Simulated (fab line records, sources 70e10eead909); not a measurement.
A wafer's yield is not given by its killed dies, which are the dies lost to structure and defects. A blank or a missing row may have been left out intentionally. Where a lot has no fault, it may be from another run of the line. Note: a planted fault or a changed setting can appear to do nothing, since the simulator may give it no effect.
fab line records -- flow nand_harc
record lots=6, wafers=18, last_day=34
route steps=1302 shown P_M0@278 P_M1@285 END@1302
lots that met no fault: from a run of the same line without faults
start_h: start of the lot's first displayed wafer, in hours after the record's first day -- wait_h: hours from the lot's prior step to this one -- " unchanged from the row above -- L1.1+2: one row covering several wafers at once -- - no value present, or no start provided -- * or withheld: withheld -- < > ~ a bound
route shown NAME@n: names a module that has steps shown in the file, with the first one's number in the route -- usual: the fault-free wafers' mean and standard deviation -- same: alike in all rows -- chamber/n: place in a boat -- sites: per-site readings -- _std_site: the values' standard deviation -- _edge_site: mean of outer sites minus mean of inner sites -- radius_mm: how far each site lies from the wafer's centre -- mask NAME#n: copy n -- behind: the tool/chamber that last shaped the wafer -- hold: what put the lot on hold/how long, in hours/how the hold closed -- device: whichever transistor did not switch (one of n, p or np) -- end of line: tests of these same wafers at the route's end -- a step without rows: its recipe alone -- killed: dies that structure and defects cost at the first sort, which is not the same as the wafer's yield -- map: a wafer's dies, x killed, . not, _ none there
set.NAME: the setting the step ran with; set.NAME@STEP: the setting that earlier step ran with -- model.NAME: the simulator's own value behind a step, which no gauge read
certain route steps with their lots: each step a table, each wafer a row
services: a tool's chamber out of use, with start hour (start_h, from the record's first day; less than 0 if before it), hours out, and reason
## steps
# step NHARC_P_M0_CMP_23
# recipe t_overpolish_s=20, target_thk_nm=117.54
# usual motor_current_A=12.3/1.2, time_to_endpoint_s=29.7/2.8
lot.wafer,tool,chamber,start_h,wait_h,motor_current_A,time_to_endpoint_s
L955.4,cmp-03,3,135.49,-,12.5,30.1
L955.3,cmp-03,0,135.49,-,11.9,32.9
L955.6,cmp-03,3,135.49,-,13.2,30.6
L959.4,cmp-03,0,172.53,-,12.1,37.3
L959.1,cmp-03,1,172.53,-,10.7,30.1
L959.2,cmp-03,2,172.53,-,13.0,34.6
L960.2,cmp-04,2,183.82,-,10.9,31.1
L960.4,cmp-04,0,183.82,-,13.2,28.3
L960.5,cmp-04,2,183.82,-,11.5,30.6
L961.3,cmp-02,3,196.40,-,10.2,27.0
L961.1,cmp-02,1,196.40,-,12.7,27.1
L961.6,cmp-02,0,196.40,-,13.9,28.7
L974.1,cmp-03,0,319.51,-,12.5,30.2
L974.3,cmp-03,2,319.51,-,13.6,34.6
L974.5,cmp-03,0,319.51,-,12.7,30.2
L977.3,cmp-03,3,357.02,-,13.1,29.5
L977.1,cmp-03,1,357.02,-,10.0,28.2
L977.5,cmp-03,2,357.02,-,13.0,30.5
# step NHARC_P_M0_THK_MEAS_24
# recipe thk_meas_gauge=xrf
# usual thk_nm=118.1/1.4
lot.wafer,tool,chamber,start_h,wait_h,thk_nm
L955.3,film_metro-02,-,135.81,-,120.1
L955.4,film_metro-02,-,135.81,-,118.9
L955.6,film_metro-02,-,135.81,-,117.8
L959.1,film_metro-01,-,172.85,-,117.3
L959.2,film_metro-01,-,172.85,-,120.5
L959.4,film_metro-01,-,172.85,-,118.2
L960.2,film_metro-02,-,184.14,-,117.7
L960.4,film_metro-02,-,184.14,-,117.5
L960.5,film_metro-02,-,184.14,-,118.0
L961.1,film_metro-01,-,196.71,-,116.8
L961.3,film_metro-01,-,196.71,-,117.9
L961.6,film_metro-01,-,196.71,-,118.7
L974.1,film_metro-02,-,319.79,-,118.8
L974.3,film_metro-02,-,319.79,-,118.3
L974.5,film_metro-02,-,319.79,-,119.5
L977.1,film_metro-02,-,357.30,-,119.4
L977.3,film_metro-02,-,357.30,-,118.5
L977.5,film_metro-02,-,357.30,-,120.2
# step NHARC_P_M0_SRD_25
# step NHARC_P_M0_INSPECT_27
# usual raw_defect_count=289/130
lot.wafer,tool,chamber,start_h,wait_h,raw_defect_count
L955.3,defect_inspect-01,-,135.97,0.0,317
L955.4,defect_inspect-01,-,135.97,0.0,335
L955.6,defect_inspect-01,-,135.97,0.0,415
L959.1,defect_inspect-01,-,173.01,0.0,396
L959.2,defect_inspect-01,-,173.01,0.0,206
L959.4,defect_inspect-01,-,173.01,0.0,516
L960.2,defect_inspect-02,-,184.30,0.0,247
L960.4,defect_inspect-02,-,184.30,0.0,303
L960.5,defect_inspect-02,-,184.30,0.0,152
L961.1,defect_inspect-01,-,196.87,0.0,363
L961.3,defect_inspect-01,-,196.87,0.0,257
L961.6,defect_inspect-01,-,196.87,0.0,166
L974.1,defect_inspect-01,-,319.95,0.0,204
L974.3,defect_inspect-01,-,319.95,0.0,343
L974.5,defect_inspect-01,-,319.95,0.0,212
L977.1,defect_inspect-01,-,357.46,0.0,147
L977.3,defect_inspect-01,-,357.46,0.0,302
L977.5,defect_inspect-01,-,357.46,0.0,131
# step NHARC_P_M0_PRE_CLEAN_31
# recipe time_s=12, temp_c=370, rf_power_w=300, gas=NH3
# usual heater_power_w=661/82, rf_fwd_power_W=292.7/0.79
lot.wafer,tool,chamber,start_h,wait_h,heater_power_w,rf_fwd_power_W
L955.3,pecvd-02,0,136.07,0.1,664,292.8
L955.4,pecvd-02,2,136.07,0.1,647,292.2
L955.6,pecvd-02,2,136.07,0.1,643,293.0
L959.2,pecvd-01,0,173.08,0.1,688,291.1
L959.1,pecvd-01,2,173.08,0.1,648,293.6
L959.4,pecvd-01,1,173.08,0.1,828,291.8
L960.2,pecvd-02,1,184.37,0.1,554,292.5
L960.4,pecvd-02,2,184.37,0.1,669,291.3
L960.5,pecvd-02,0,184.37,0.1,665,292.1
L961.1,pecvd-02,2,196.94,0.1,668,291.4
L961.3,pecvd-02,0,196.94,0.1,720,293.0
L961.6,pecvd-02,1,196.94,0.1,514,292.2
L974.3,pecvd-02,0,320.03,0.1,786,292.1
L974.1,pecvd-02,1,320.03,0.1,494,290.9
L974.5,pecvd-02,2,320.03,0.1,641,291.4
L977.1,pecvd-01,1,357.53,0.1,786,293.4
L977.3,pecvd-01,2,357.53,0.1,632,294.4
L977.5,pecvd-01,2,357.53,0.1,629,294.1
# step NHARC_P_M0_DEP_32
# recipe target_thk_a=300, temp_c=370, target_thk_nm=30, pressure_torr=3, flow_sccm=200, rf_w=450, material=SiCN
# usual heater_power_w=611/70, rf_fwd_power_W=448.8/1.3
lot.wafer,tool,chamber,start_h,wait_h,heater_power_w,rf_fwd_power_W
L955.3,pecvd-02,0,136.28,0.2,579,450.0
L955.4,pecvd-02,2,136.28,0.2,584,452.0
L955.6,pecvd-02,2,136.28,0.2,594,452.4
L959.2,pecvd-01,0,173.16,0.1,639,451.0
L959.1,pecvd-01,2,173.16,0.1,686,448.8
L959.4,pecvd-01,1,173.16,0.1,741,448.0
L960.2,pecvd-02,1,184.44,0.1,471,446.8
L960.4,pecvd-02,2,184.44,0.1,609,450.2
L960.5,pecvd-02,0,184.44,0.1,596,449.6
L961.1,pecvd-02,2,197.02,0.1,612,448.2
L961.3,pecvd-02,0,197.02,0.1,646,450.5
L961.6,pecvd-02,1,197.02,0.1,440,449.6
L974.3,pecvd-02,0,320.14,0.1,713,448.2
L974.1,pecvd-02,1,320.14,0.1,520,447.2
L974.5,pecvd-02,2,320.14,0.1,626,448.6
L977.1,pecvd-01,1,357.61,0.1,627,448.3
L977.3,pecvd-01,2,357.61,0.1,557,451.2
L977.5,pecvd-01,2,357.61,0.1,555,450.8
# step NHARC_P_M1_DEP_00
# recipe target_thk_a=1825, target_thk_nm=182.5, temp_c=withheld, pressure_torr=5, flow_sccm=200, rf_w=600, material=SiOC
# step NHARC_P_M1_DEHYDRATE_01
# recipe temp_c=150, time_s=120
# step NHARC_P_M1_HMDS_02
# recipe time_s=30
# step NHARC_P_M1_COAT_34
# recipe temp_c=200, time_s=65
# step NHARC_P_M1_COAT_03
# recipe spin_rpm=1500, resist_thk_nm=90
# step NHARC_P_M1_SOFTBAKE_04
# recipe temp_c=105, time_s=55
# usual heater_power_total_W=188.46/0.15
lot.wafer,tool,chamber,start_h,wait_h,heater_power_total_W
L955.3,litho_track-04,0,137,-,188.26
L955.4,litho_track-04,0,137,-,188.63
L955.6,litho_track-04,0,137,-,188.70
L959.1,litho_track-04,0,173,-,188.71
L959.2,litho_track-04,0,173,-,188.29
L959.4,litho_track-04,0,173,-,188.47
L960.2,litho_track-01,0,185,-,188.44
L960.4,litho_track-01,0,185,-,188.42
L960.5,litho_track-01,0,185,-,188.25
L961.1,litho_track-06,0,197,-,188.32
L961.3,litho_track-06,0,197,-,188.32
L961.6,litho_track-06,0,197,-,188.43
L974.1,litho_track-01,0,320,-,179.79
L974.3,litho_track-01,0,320,-,180.09
L974.5,litho_track-01,0,320,-,180.00
L977.1,litho_track-01,0,358,-,179.85
L977.3,litho_track-01,0,358,-,180.37
L977.5,litho_track-01,0,358,-,179.90
# step NHARC_P_M1_EBR_05
# step NHARC_END_SORT_01
# recipe temp_c=25
# usual defect_limited_yield=91.4/2.4, killed_at_array=54/17, killed_at_other=0.7/1, killed_at_periphery=3.7/2.9, killed_dies=58/16, killed_open=3.2/1.9, killed_short=2.2/1.5, sort_bin_2_pct=3.1/1.1, sort_bin_3_pct=0.6/0.33, sort_bin_4_pct=4.9/1.4, sort_n_pass=619/16, sort_rim_yield_pct=94/3.8, sort_yield_pct=91.4/2.4
# same gross_dies=677, sort_bin_5_pct[%]=0, sort_bin_6_pct[%]=0, sort_bin_7_pct[%]=0, sort_bin_8_pct[%]=0, sort_rim_n_gross=106.00
lot.wafer,tool,chamber,start_h,wait_h,defect_limited_yield[%],killed_at_array,killed_at_other,killed_at_periphery,killed_dies,killed_open,killed_short,sort_bin_2_pct[%],sort_bin_3_pct[%],sort_bin_4_pct[%],sort_n_pass,sort_rim_yield_pct[%],sort_yield_pct[%]
L955.3,prober-01,0,574.75,3.1,91.3,47,1,11,59,2,1,3.4,0.4,4.9,618,97,91.3
L955.4,prober-01,0,575.55,3.4,91.7,46,0,10,56,0,2,4.0,0.6,3.7,621,93,91.7
L955.6,prober-01,0,577.14,4.0,90.7,52,1,10,63,2,3,2.7,0.6,6.1,614,96,90.7
L959.1,prober-02,0,615.30,2.5,93.1,45,0,2,47,5,4,2.8,0.7,3.4,630,99,93.1
L959.2,prober-02,0,616.11,2.8,92.0,50,1,3,54,7,4,3.0,0.7,4.3,623,97,92.0
L959.4,prober-02,0,617.72,3.4,91.3,55,0,4,59,6,3,3.2,0.3,5.2,618,99,91.3
L961.1,prober-01,0,653.29,2.5,93.1,47,0,0,47,1,0,2.8,0.3,3.8,630,100,93.1
L961.3,prober-01,0,654.88,3.1,92.9,46,1,1,48,2,1,3.2,0,3.8,629,100,92.9
L961.6,prober-01,0,657.27,4.0,92.0,53,0,1,54,4,2,3.0,0.6,4.4,623,95,92.0
L974.1,prober-01,0,750.59,2.5,95.1,26,2,5,33,4,2,1.8,0.3,2.8,644,96,95.1
L974.3,prober-01,0,752.15,3.1,93.6,38,0,5,43,2,2,1.2,0.4,4.7,634,97,93.6
L974.5,prober-01,0,753.71,3.6,95.1,30,0,3,33,0,7,1.3,0.1,3.4,644,91,95.1
L977.1,prober-01,0,805.67,2.5,91.3,58,1,0,59,3,1,3.1,0.1,5.5,618,92,91.3
L977.3,prober-01,0,807.30,3.2,90.0,65,1,2,68,3,1,2.7,0.4,6.9,609,91,90.0
L977.5,prober-01,0,808.93,3.8,90.1,63,0,4,67,5,1,4.4,0.3,5.2,610,96,90.1
# killed by level:class
L955.3 A_CHANNEL_HOLE_D1:chamber_film_flake=31 A_CHANNEL_HOLE_D2:chamber_film_flake=11 P_CONTACT:chamber_film_flake=9 A_STAIRCASE:chamber_film_flake=3 P_STI:chamber_film_flake=2 A_WL_FILL:geometric_particle:short=1 A_M0:geometric_particle:open=1 STARTING-WAFER:geometric_particle:open=1
L955.4 A_CHANNEL_HOLE_D1:chamber_film_flake=32 P_CONTACT:chamber_film_flake=7 A_CHANNEL_HOLE_D2:chamber_film_flake=6 P_STI:chamber_film_flake=2 A_ZERO_WELL:chamber_film_flake=2 A_CONTACT:chamber_film_flake=2 A_ONON_D1:geometric_particle:short=1 A_WL_FILL:geometric_particle:short=1
L955.6 A_CHANNEL_HOLE_D1:chamber_film_flake=36 P_CONTACT:chamber_film_flake=6 A_CONTACT:chamber_film_flake=4 A_CHANNEL_HOLE_D2:chamber_film_flake=3 P_STI:chamber_film_flake=2 A_ZERO_WELL:chamber_film_flake=2 A_CHANNEL_FILL_D2:chamber_film_flake=2 P_CONTACT:geometric_particle:short=1
L959.1 A_CHANNEL_HOLE_D2:chamber_film_flake=30 A_CONTACT:chamber_film_flake=6 A_CHANNEL_FILL_D1:geometric_particle:open=2 P_M0:geometric_particle:open=1 P_M2:geometric_particle:open=1 A_CHANNEL_FILL_D1:geometric_particle:short=1 A_DECK1_JOINT:geometric_particle:short=1 A_CHANNEL_FILL_D2:geometric_particle:short=1
L959.2 A_CHANNEL_HOLE_D2:chamber_film_flake=33 A_CONTACT:chamber_film_flake=4 P_ZERO_WELL:chamber_film_flake=2 P_CONTACT:geometric_particle:short=1 A_ONON_D1:geometric_particle:open=1 A_CHANNEL_FILL_D1:geometric_particle:open=1 A_DECK1_JOINT:geometric_particle:short=1 A_ONON_D2:geometric_particle:open=1
L959.4 A_CHANNEL_HOLE_D2:chamber_film_flake=33 A_CONTACT:chamber_film_flake=9 P_GATE:chamber_film_flake=2 A_CHANNEL_HOLE_D1:chamber_film_flake=2 P_CONTACT:geometric_particle:open=1 P_M0:geometric_particle:open=1 A_ONON_D1:geometric_particle:open=1 A_ONON_D1:geometric_particle:short=1
L961.1 A_CHANNEL_HOLE_D2:chamber_film_flake=37 A_CHANNEL_HOLE_D1:chamber_film_flake=5 A_CHANNEL_FILL_D2:chamber_film_flake=2 A_CHANNEL_FILL_D2:geometric_particle:open=1 A_WL_FILL:chamber_film_flake=1 A_CONTACT:chamber_film_flake=1
L961.3 A_CHANNEL_HOLE_D2:chamber_film_flake=35 A_CHANNEL_HOLE_D1:chamber_film_flake=3 A_CONTACT:chamber_film_flake=2 A_CHANNEL_HOLE_D1:geometric_particle:short=1 A_SGD_CUT:geometric_particle:open=1 A_CONTACT:geometric_particle:open=1 P_GATE:chamber_film_flake=1 A_CHANNEL_FILL_D1:chamber_film_flake=1
L961.6 A_CHANNEL_HOLE_D2:chamber_film_flake=34 A_CHANNEL_HOLE_D1:chamber_film_flake=7 A_CONTACT:chamber_film_flake=2 A_WL_FILL:chamber_film_flake=2 A_CHANNEL_HOLE_D1:geometric_particle:open=1 A_CHANNEL_FILL_D1:geometric_particle:short=1 A_CHANNEL_FILL_D1:geometric_particle:open=1 A_ONON_D2:geometric_particle:short=1
L974.1 A_CHANNEL_HOLE_D1:chamber_film_flake=9 A_SLIT:chamber_film_flake=7 P_STI:chamber_film_flake=2 A_CONTACT:chamber_film_flake=2 THIN_TSV:chamber_film_flake=2 P_GATE:geometric_particle:open=1 P_CONTACT:geometric_particle:short=1 A_CHANNEL_HOLE_D2:geometric_particle:open=1
L974.3 A_CHANNEL_HOLE_D1:chamber_film_flake=20 A_SLIT:chamber_film_flake=6 A_CONTACT:chamber_film_flake=5 P_M1:chamber_film_flake=3 A_WL_FILL:chamber_film_flake=3 P_M0:geometric_particle:open=1 A_DECK1_JOINT:geometric_particle:short=1 P_STI:chamber_film_flake=1
L974.5 A_SLIT:chamber_film_flake=9 A_CHANNEL_HOLE_D1:chamber_film_flake=8 A_CONTACT:chamber_film_flake=4 P_CONTACT:geometric_particle:short=2 A_DECK1_JOINT:geometric_particle:short=2 A_CHANNEL_FILL_D1:geometric_particle:short=1 P_GATE:chamber_film_flake=1 A_CHANNEL_HOLE_D2:geometric_particle:short=1
L977.1 A_CHANNEL_HOLE_D2:chamber_film_flake=34 A_SLIT:chamber_film_flake=12 A_CONTACT:chamber_film_flake=5 A_CHANNEL_FILL_D1:geometric_particle:open=1 A_CHANNEL_HOLE_D2:geometric_particle:open=1 A_M0:geometric_particle:open=1 THIN_TSV:geometric_particle:short=1 A_CHANNEL_HOLE_D1:chamber_film_flake=1
L977.3 A_CHANNEL_HOLE_D2:chamber_film_flake=30 A_SLIT:chamber_film_flake=16 A_CONTACT:chamber_film_flake=13 A_CHANNEL_HOLE_D1:chamber_film_flake=2 P_CONTACT:geometric_particle:short=1 A_ONON_D1:geometric_particle:open=1 A_ONON_D2:geometric_particle:open=1 A_M0:geometric_particle:open=1
L977.5 A_SLIT:chamber_film_flake=31 A_CHANNEL_HOLE_D2:chamber_film_flake=18 A_CONTACT:chamber_film_flake=5 P_M0:geometric_particle:open=1 A_SGD_CUT:geometric_particle:open=1 A_SGD_CUT:geometric_particle:short=1 A_WL_FILL:geometric_particle:open=1 A_BLC:geometric_particle:open=1
## services
tool,chamber,start_h,hours,kind
cmp-03,-,114.71,3.9,repair
cmp-03,-,119.61,0.4,repair
pecvd-02,1,128.65,13.9,repair
pecvd-01,-,130.00,13.0,pm
cmp-02,-,134.51,4.0,pm
cmp-02,-,142.66,1.2,repair
litho_track-01,-,155.00,7.0,pm
cmp-02,-,159.98,1.5,repair
cmp-03,-,161.32,1.8,repair
cmp-03,-,165.61,4.0,pm
litho_track-06,-,179.00,7.0,pm
cmp-03,-,183.11,2.9,repair
litho_track-04,-,203.00,7.0,pm
cmp-04,-,209.00,4.0,pm
pecvd-01,0,221.30,7.5,repair
pecvd-02,-,227.00,13.0,pm
cmp-02,-,232.51,4.0,pm
cmp-03,-,263.61,4.0,pm
cmp-04,-,272.81,0.2,repair
cmp-03,-,275.10,2.9,repair
cmp-04,-,307.00,4.0,pm
pecvd-01,-,311.10,13.0,pm
cmp-04,-,325.59,2.9,repair
litho_track-01,-,330.00,7.0,pm
## key
first_sign step=NHARC_P_M1_SOFTBAKE_04, reading=heater_power_total_W, direction=down, sigmas=56, usual=*, struck=*
effect none on later readings
met_at NHARC_P_M1_SOFTBAKE_04
struck_wafers L974.1,L974.3,L974.5,L977.1,L977.3,L977.5
onset_between 185 320
fault kind=process_parameter_drift, tool=litho_track-01, chamber=-, onset_h=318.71, steps=NHARC_P_M1_SOFTBAKE_04, channel=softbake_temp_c, offset=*, shape=step, end_h=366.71, acts_in=*, stated=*
